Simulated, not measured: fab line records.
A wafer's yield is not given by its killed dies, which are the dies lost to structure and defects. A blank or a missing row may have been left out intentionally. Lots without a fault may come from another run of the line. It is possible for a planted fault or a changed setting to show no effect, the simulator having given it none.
Code-filled problem report in 8D (eight disciplines) form -- flow n5Finfet -- the parts of the form that need people (team, actions taken, sign-off) are left out

## 1. PROBLEM STATEMENT
killed_at_M4_up at N5_PASSIVATION_PROBE_49 reads a mean of 89 on 9 wafers of 3 lots; wafers without a fault read 14 with a standard deviation of 5.2. Measured from the usual mean, that is +15 standard deviations.
The first sign was on wafer L514.1 at day 15 05:41, on prober-01. The record has a number at this step for 9 wafers belonging to 3 lots. Rule for "out" (also "out of limits"): further than 4 standard deviations from the usual mean. All remaining wafers that have a number are taken as sound.

## 2. WHAT THIS IS AND IS NOT
question,is,is not
which readings at this step,killed_at_M4_up,"killed_at_M0_to_M3, killedAtContacts, killedAtFrontEnd, killedAtOther, killedOpen, killedShort, sort_bin_8_speed"
which lots,"L514, L516, L519",-
which wafers of those lots,all that have a number,-
read on which tools,"prober-01, prober-02",-
when,from day 15 05:41,up to then (0 sound wafers)

## 3. THE SUSPECTS, EACH WITH WHAT RULES IT OUT
Counting: a tool at a process step up to the reading stays a suspect if it ran every lot that is out and no sound lot after the first of them.
- rieDiel-06 at N5_BEOL_M10_ETCH_66 (etches SOC in N2/H2, target depth 120 nm, overetch 24 nm, time 180 s): kept. It ran every lot that is out, first L514 (day 13 04:52), and no sound lot after that.
Remaining after the count: rieDiel-06 at N5_BEOL_M10_ETCH_66.

## 4. THE CAUSE (what the simulator had put in)
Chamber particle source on rieDiel-06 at N5_BEOL_M10_ETCH_66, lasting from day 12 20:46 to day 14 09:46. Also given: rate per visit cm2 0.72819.
Counting left only this tool.

## 5. THE EFFECT CHAIN, in route order
Each row: a reading where the mean over the struck wafers with a number is more than 3 standard deviations away from the usual. Readings are gone through only where the record gives a usual standard deviation; hours: the median, over the lots, of the time from a lot's start at the first step in this table giving one to that lot's start at this step; sigmas: the change measured in usual standard deviations.
hours,step,reading,usual,on struck wafers,change,sigmas
0,N5_PASSIVATION_PROBE_49,defectLimitedYield,91.3 %,85.2,-6.1,-4.3
0,N5_PASSIVATION_PROBE_49,killed_at_M4_up,14,89,+75,+15
0,N5_PASSIVATION_PROBE_49,killedDies,103,175,+72,+4.2
0,N5_PASSIVATION_PROBE_49,killedOnRim,14,27,+13,+3.2
0,N5_PASSIVATION_PROBE_49,sort_bin_5_function,5.0 %,9.1,+4.1,+4.5
0,N5_PASSIVATION_PROBE_49,sortNPass,1076,1005,-71,-4.2
0,N5_PASSIVATION_PROBE_49,sortYieldPct,91.2 %,85.2,-6.0,-4.3
The process steps in it:
- N5_PASSIVATION_PROBE_49

## 6. HOW IT WOULD HAVE BEEN CAUGHT EARLIER
In this record the first reading out of limits was taken at day 15 05:41, 57 hours after the fault began at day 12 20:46.
Of the tool readings at N5_BEOL_M10_ETCH_66 for which the record gives a usual standard deviation, none was out on any struck wafer, so an alarm limit of 4 standard deviations on them would not have fired.
By day 15 05:41 the whole set of lots that are out, 3 in number, had already begun N5_BEOL_M10_ETCH_66 on rieDiel-06. Holding the tool at that point would not have protected any of them.
